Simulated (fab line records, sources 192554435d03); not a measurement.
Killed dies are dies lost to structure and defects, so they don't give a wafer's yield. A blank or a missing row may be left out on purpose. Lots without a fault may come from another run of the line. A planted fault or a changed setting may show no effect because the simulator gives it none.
A struck lot beside a sound one | flow n5_finfet | 37 steps out of a route of 1938
Sound: wafers L829.3, L829.4, L829.5. Struck: wafers L843.1, L843.4, L843.6. The cause comes at the end.
At each step with rows: each side's tool, then ch and its chambers, then its first start. Under that, the readings that differ: sound wafers | struck wafers | difference of the means | sigmas: that difference in standard deviations of wafers without a fault.
alike: readings whose means differ by less than 2 such deviations, and words and numbers that are the same on both sides. not compared: withheld readings, readings that some wafer has no value for, bounds like >300 that may hide the same value, and numbers for which the record gives no deviation and whose values overlap.
The two part at a step that has a row with sigmas, a row that says differs or no value, or rows on one side only. Numbers that don't overlap but have no deviation are shown without sigmas and don't part them. A reading that every wafer of one side lacks parts them only if that side has two wafers or more.

first, 9 steps without rows for these wafers: N5_BEOL_M4_ANNEAL_95 (time 240 s); N5_BEOL_M4_SPUTTER_96 (material Cu, target thk 4.5 nm, time 8.29 s); N5_BEOL_M4_ECD_50 (material Cu, target thk 300 nm); N5_BEOL_M4_ANNEAL_51 (time 90 s); N5_BEOL_M4_CMP_52 (polishes, stops on SiOC, t overpolish 6.8 s, target thk 40 nm); N5_BEOL_M4_PRE_CLEAN_60 (time 15 s); N5_BEOL_M4_CO_CAP_55 (material Co, precursor CCTBA/H2, target thk 2 nm, time 102.1 s); N5_BEOL_M4_PRE_CLEAN_56 (time 15 s); N5_BEOL_M4_DEP_57 (deposits SiCN from 3MS/NH3, target thk 8 nm, time 14 s).
N5_BEOL_M4_RC_MEAS_101:
  sound on prober-01 ch 0, day 8 11:48; struck on prober-02 ch 0, day 12 16:01
  alike: DIBL_N, DIBL_P, IOFF_N, IOFF_P, ION_N, ION_P, SS_N, SS_P, VT_N, VT_P
then, 24 steps without rows for these wafers: N5_BEOL_M5_ILD_DEP_00 (deposits SiCOH lowk from DEMS/porogen, target thk 140.64 nm, time 25.9 s); N5_BEOL_M5_CURE_79 (cures SiCOH lowk, time 240 s); N5_BEOL_M5_PECVD_70 (deposits SiO2 from TEOS/O2, target thk 16 nm, time 18 s); N5_BEOL_M5_HM_DEP_02 (deposits TiN, target thk 20 nm); N5_BEOL_M5_COAT_59 (time 60 s, resist thk 60 nm); N5_BEOL_M5_COAT_60 (time 60 s, resist thk 12 nm); N5_BEOL_M5_COAT_71 (time 60 s, resist thk 5 nm); N5_BEOL_M5_COAT_05 (resist thk 30 nm); N5_BEOL_M5_EBR_07; N5_BEOL_M5_SOFTBAKE_06 (time 60 s); N5_BEOL_M5_EXPOSE_08 (exposes mask M5, target cd 28 nm); N5_BEOL_M5_PEB_09 (peb time 60 s); N5_BEOL_M5_DEVELOP_10 (develop time 30 s); N5_BEOL_M5_DESCUM_16 (chemistry O2, time 7 s); N5_BEOL_M5_ETCH_72 (etches underlayer in N2/H2, target depth 6.5 nm, time 5.2 s); N5_BEOL_M5_ETCH_61 (etches SiARC in CF4, target depth 15.6 nm, time 26 s); N5_BEOL_M5_ETCH_62 (etches SOC in N2/H2, target depth 75 nm, overetch 15 nm, time 112.5 s); N5_BEOL_M5_STRIP_63 (strips in N2/H2); N5_BEOL_M5_STRIP_73 (strips in N2/H2); N5_BEOL_M5_STRIP_64 (strips in CF4); N5_BEOL_M5_HM_OPEN_17 (chemistry Cl2/BCl3, target TiN, target depth 20 nm, overetch 6 nm); N5_BEOL_M5_STRIP_19 (strips in O2); N5_BEOL_M5_COAT_65 (time 60 s, resist thk 60 nm); N5_BEOL_M5_COAT_66 (time 60 s, resist thk 12 nm).
N5_BEOL_M7_ECD_50: material Cu, target thk 300 nm.
  sound on ecd_cu-02 ch 0,1, day 9 14:45; struck on ecd_cu-02 ch 0,1, day 13 18:50
N5_BEOL_M7_CMP_52: polishes, stops on SiCOH lowk, t overpolish 6.9 s, target thk 80 nm.
  sound on cmp-01 ch 0,1,3, day 9 15:10; struck on cmp-04 ch 0,2,3, day 13 19:22
  reading                | sound    | struck | difference | sigmas
  time_to_endpoint_s (s) | 68 69 59 | 4 3 0  | -63        | -12
  alike: clearing_platen_rpm, motor_current_A
-- the record jumps here: 3 days lie between the struck wafers' starts before and after (it left off in module BEOL_M7 and takes up again in module PASSIVATION, whose first step shown is number 1936 of the route) --
N5_PASSIVATION_PROBE_49:
  the record has rows for the struck wafers here (prober-01, day 16 23:06) and none for the sound ones

WHERE THEY PART
First at N5_BEOL_M7_CMP_52; last, within this record, at N5_PASSIVATION_PROBE_49.

WHY: what the simulator had put in
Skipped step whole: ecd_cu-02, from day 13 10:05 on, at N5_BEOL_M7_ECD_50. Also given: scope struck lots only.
